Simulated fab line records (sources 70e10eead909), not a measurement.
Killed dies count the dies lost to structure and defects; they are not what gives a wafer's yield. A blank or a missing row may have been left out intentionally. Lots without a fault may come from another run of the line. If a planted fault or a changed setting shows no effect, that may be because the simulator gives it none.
Tool commonality check || flow nand harc || Lots sampled 2, wafers sampled 6

WHY IT WAS OPENED
At NHARC_END_SORT_01 the reading killed dies is flagged on 2 of 2 lots. Fault-free wafers read 32, with a standard deviation of 9.
Rule: a lot is flagged when every wafer of it that has a number lies more than 4 standard deviations from that mean, or none has a number. The other lots count as sound.

{"lot": "L272", "measured": "day 21 07:46", "on": "prober-02", "killed dies, wafer by wafer": "244 215 311", "flag": "FLAGGED"}
{"lot": "L279", "measured": "day 22 13:37", "on": "prober-02", "killed dies, wafer by wafer": "212 224 297", "flag": "FLAGGED"}
The mean of the flagged lots' numbers is 250, +218 from the usual (+24 standard deviations).

LOT BY LOT: THE TOOL USED
The record holds 4 process steps before the reading, out of a route of 1159 steps. In each cell: the tool, then ch and the chambers that the sampled wafers went through, then the start.
{"lot": "L272", "flag": "FLAGGED", "NHARC_A_STAIRCASE_ETCH_201": "rie diel-09 ch 1,2, day 13 06:14 or earlier", "NHARC_A_STAIRCASE_ETCH_203": "rie diel-09 ch 0,1,2, day 13 06:14 or earlier", "NHARC_A_STAIRCASE_ETCH_230": "rie diel-05 ch 0,2,3, day 13 06:14", "NHARC_A_STAIRCASE_TRIM_233": "rie diel-05 ch 1,2, day 21 07:46 or earlier"}
{"lot": "L279", "flag": "FLAGGED", "NHARC_A_STAIRCASE_ETCH_201": "rie diel-05 ch 0,1,3, day 14 05:32 or earlier", "NHARC_A_STAIRCASE_ETCH_203": "rie diel-05 ch 0,3, day 14 05:32 or earlier", "NHARC_A_STAIRCASE_ETCH_230": "rie diel-05 ch 0,1, day 14 05:32", "NHARC_A_STAIRCASE_TRIM_233": "rie diel-05 ch 1,2,3, day 22 13:37 or earlier"}
What is done by these steps:
- NHARC_A_STAIRCASE_ETCH_201: etches the open film in C4F8/O2, target depth 100 nm, time 40.5 s.
- NHARC_A_STAIRCASE_ETCH_203: etches the open film in C4F8/O2, target depth 100 nm, time 40.5 s.
- NHARC_A_STAIRCASE_ETCH_230: etches the open film in C4F8/O2, target depth 100 nm, time 40.5 s.
- NHARC_A_STAIRCASE_TRIM_233: chemistry O2, time 211.2 s.
- NHARC_END_SORT_01

FLAGGED AGAINST TOTAL, ONE TOOL AT A TIME (gauges that did the reading follow at the end)
{"step": "NHARC_A_STAIRCASE_ETCH_201", "tool": "rie diel-05", "lots run": 1, "flagged": 1, "share of the flagged lots": "some", "sound lots run after its first flagged lot": 0}
{"step": "NHARC_A_STAIRCASE_ETCH_201", "tool": "rie diel-09", "lots run": 1, "flagged": 1, "share of the flagged lots": "some", "sound lots run after its first flagged lot": 0}
{"step": "NHARC_A_STAIRCASE_ETCH_203", "tool": "rie diel-05", "lots run": 1, "flagged": 1, "share of the flagged lots": "some", "sound lots run after its first flagged lot": 0}
{"step": "NHARC_A_STAIRCASE_ETCH_203", "tool": "rie diel-09", "lots run": 1, "flagged": 1, "share of the flagged lots": "some", "sound lots run after its first flagged lot": 0}
{"step": "NHARC_A_STAIRCASE_ETCH_230", "tool": "rie diel-05", "lots run": 2, "flagged": 2, "share of the flagged lots": "all", "sound lots run after its first flagged lot": 0}
{"step": "NHARC_A_STAIRCASE_TRIM_233", "tool": "rie diel-05", "lots run": 2, "flagged": 2, "share of the flagged lots": "all", "sound lots run after its first flagged lot": 0}
{"step": "NHARC_END_SORT_01", "tool": "prober-02", "lots run": 2, "flagged": 2, "share of the flagged lots": "all", "sound lots run after its first flagged lot": 0}
With no start given for some of its lots, NHARC_A_STAIRCASE_ETCH_201 uses the hours and lot order of NHARC_A_STAIRCASE_ETCH_230. With no start given for some of its lots, NHARC_A_STAIRCASE_ETCH_203 uses the hours and lot order of NHARC_A_STAIRCASE_ETCH_230. With no start given for some of its lots, NHARC_A_STAIRCASE_TRIM_233 uses the hours and lot order of NHARC_END_SORT_01.

WHAT IS ALLOWED BY THE TABLE
In the table, 3 rows ran each flagged lot (rie diel-05 at NHARC_A_STAIRCASE_ETCH_230; rie diel-05 at NHARC_A_STAIRCASE_TRIM_233; prober-02 at NHARC_END_SORT_01).
- rie diel-05 at NHARC_A_STAIRCASE_ETCH_230: 2 of its 2 lots flagged. In this sample it ran no sound lot ahead of its first flagged lot, so there is no way to narrow down the start. Its own readings lie more than 4 standard deviations out on every wafer of the flagged lots: oes product au.
- rie diel-05 at NHARC_A_STAIRCASE_TRIM_233: 2 of its 2 lots flagged. In this sample it ran no sound lot ahead of its first flagged lot, so there is no way to narrow down the start.
- prober-02 at NHARC_END_SORT_01: 2 of its 2 lots flagged. In this sample it ran no sound lot ahead of its first flagged lot, so there is no way to narrow down the start.
These 2 tools cannot be told apart by counting lots, since each of them fits a fault that started at some hour. More lots, or a look at what each step does to the wafer, might.

WHAT THE SIMULATOR PUT IN
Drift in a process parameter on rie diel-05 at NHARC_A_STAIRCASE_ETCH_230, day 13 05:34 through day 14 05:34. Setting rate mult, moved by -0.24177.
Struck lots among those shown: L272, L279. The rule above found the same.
